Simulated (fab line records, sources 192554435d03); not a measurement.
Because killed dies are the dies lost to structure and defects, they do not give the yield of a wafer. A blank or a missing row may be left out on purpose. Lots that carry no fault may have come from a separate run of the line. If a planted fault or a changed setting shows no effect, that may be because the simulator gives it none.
Struck lot and sound lot, side by side ; flow n5-finfet ; 38 steps out of a route of 1938
Sound: these wafers, L611.2, L611.3, L611.6. Struck: wafer L606.1 (L606.4, L606.5, from the same lot, were not struck and are left out); the cause is given at the end.
At each step with rows: each side's tool, then ch and its chambers, then its first start. Under that, the readings that differ: sound wafers ; struck wafers ; difference of the means ; sigmas: that difference in standard deviations of wafers without a fault.
alike: words and numbers the same on both sides, and readings whose means are apart by under 2 such deviations; not compared: readings that were withheld, readings missing a value for some wafer, numbers with overlapping values and no deviation given by the record, and bounds like >300 which may hide the same value.
Wherever a step has rows on one side only, a row that says differs or no value, or a row with sigmas, the two part there. Numbers that have no deviation but don't overlap get no sigmas and don't part them. A reading that every wafer of one side lacks parts them only if that side has two wafers or more.

first, 10 steps without rows for these wafers: N5_GATE_CUT_ETCHBACK_00 (etches W in SF6/Cl2); N5_GATE_CUT_ETCH_56 (etches TiN in Cl2/Ar, target depth 21.6 nm); N5_GATE_CUT_ETCHBACK_30 (etches TiN in Cl2/Ar, target depth 3 nm); N5_GATE_CUT_VAPOR_ETCH_60 (etches HfO2 in BCl3/Cl2); N5_GATE_CUT_ETCH_58 (etches SiNx in CH3F/O2, target depth 17 nm, time 128.6 s); N5_GATE_CUT_STRIP_59 (strips in N2/H2, time 20 s); N5_GATE_CUT_PRECLEAN_31 (cleans in DIW, time 300 s); N5_GATE_CUT_SRD_32 (time 30 s); N5_GATE_CUT_SAC_CAP_01 (material SiNx, target thk 24 nm, pulse time 1 s, ald cycles 480); N5_GATE_CUT_PECVD_57 (deposits SiNx from SiH4/NH3/N2, target thk 21 nm).
N5_GATE_CUT_CMP_02: polishes, stops on SiO2, t overpolish 12.7 s, target thk 0 nm.
  sound on cmp-04 ch 1,2,3, day 9 10:07; struck on cmp-01 ch 0, day 8 04:46
reading;sound;struck;difference;sigmas
overpolish-run-s (s);12.709 12.705 12.723;12.692;-0.020;-2
time-to-endpoint-s (s);21.3 23.9 24.0;13.2;-9.9;-5
  alike: motor-current-A
  not compared: model.SiO2_flowable_of_ILD0_FCVD_FILL_01.thk-nm
then, 25 steps without rows for these wafers: N5_GATE_CUT_HM_DEP_46 (deposits SiO2 from TEOS/O2, target thk 130 nm, time 26.6 s); N5_GATE_CUT_COAT_34 (time 60 s, resist thk 60 nm); N5_GATE_CUT_COAT_35 (time 60 s, resist thk 10 nm); N5_GATE_CUT_COAT_27 (time 60 s, resist thk 10 nm); N5_GATE_CUT_COAT_07 (resist thk 30 nm); N5_GATE_CUT_EBR_09; N5_GATE_CUT_SOFTBAKE_08 (time 60 s); N5_GATE_CUT_EXPOSE_10 (exposes mask GATE CUT, target cd 20 nm); N5_GATE_CUT_PEB_11 (peb time 60 s); N5_GATE_CUT_DEVELOP_12 (develop time 30 s); N5_GATE_CUT_DESCUM_18 (chemistry O2, time 7 s); N5_GATE_CUT_ETCH_28 (etches underlayer in N2/H2, target depth 13 nm, time 10.4 s); N5_GATE_CUT_ETCH_36 (etches SiARC in CF4, target depth 13 nm, time 21.7 s); N5_GATE_CUT_ETCH_37 (etches SOC in N2/H2, target depth 60 nm, overetch 12 nm, time 90 s); N5_GATE_CUT_STRIP_38 (strips in N2/H2); N5_GATE_CUT_STRIP_39 (strips in N2/H2); N5_GATE_CUT_HM_OPEN_40 (chemistry C4F6/O2, target SiO2, target depth 139 nm, time 85.1 s); N5_GATE_CUT_STRIP_41 (strips in CF4); N5_GATE_CUT_STRIP_42 (strips in O2); N5_GATE_CUT_ETCH_19 (etches SiNx in CH3F/O2, target depth 53.7 nm, time 76.7 s); N5_GATE_CUT_CUT_ETCH_53 (etches W in SF6/Cl2, target depth 79.2 nm); N5_GATE_CUT_CUT_ETCH_54 (etches TiN in Cl2/BCl3, target depth 96.7 nm); N5_GATE_CUT_CUT_ETCH_55 (etches HfO2 in BCl3, target depth 3.2 nm); N5_GATE_CUT_ETCH_47 (etches SiO2 in Cl2/BCl3, target depth 10 nm); N5_GATE_CUT_VAPOR_ETCH_48 (etches TiN in BCl3/Cl2).
N5_MOL_CONTACT_COAG_WET_ETCH_116: etches the open film in SC1-inhibited, target depth 4.6 nm, rinse time 30 s.
  sound on wet-bench-03 ch 4,6,7, day 9 21:52; struck on wet-bench-04 ch 3, day 8 18:20
reading;sound;struck;difference;sigmas
rinse-temp-c (C);23.04 23.13 22.91;22.77;-0.26;-3
  not compared: model.SiO2_flowable_of_ILD0_FCVD_FILL_01.thk-nm
-- a jump in the record: the struck wafers' starts before and after are 3 days apart (it breaks off in module MOL_CONTACT_COAG and resumes in module BEOL_M4, where the first step shown is number 1111 of the route) --
N5_BEOL_M4_RC_MEAS_101:
  sound on prober-01 ch 0, day 12 22:34; struck on prober-01 ch 0, day 11 20:12
  alike: DIBL_N, DIBL_P, IOFF_N, IOFF_P, ION_N, ION_P, SS_N, SS_P, VT_N, VT_P

WHERE THEY PART
Earliest at N5_GATE_CUT_CMP_02; latest, in this record, at N5_MOL_CONTACT_COAG_WET_ETCH_116. Later steps at which nothing parts them and some readings are alike: N5_BEOL_M4_RC_MEAS_101.

WHY: the cause the simulator had injected
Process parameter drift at N5_GATE_CUT_CMP_02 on cmp-01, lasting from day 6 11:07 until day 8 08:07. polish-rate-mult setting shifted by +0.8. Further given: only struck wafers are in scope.
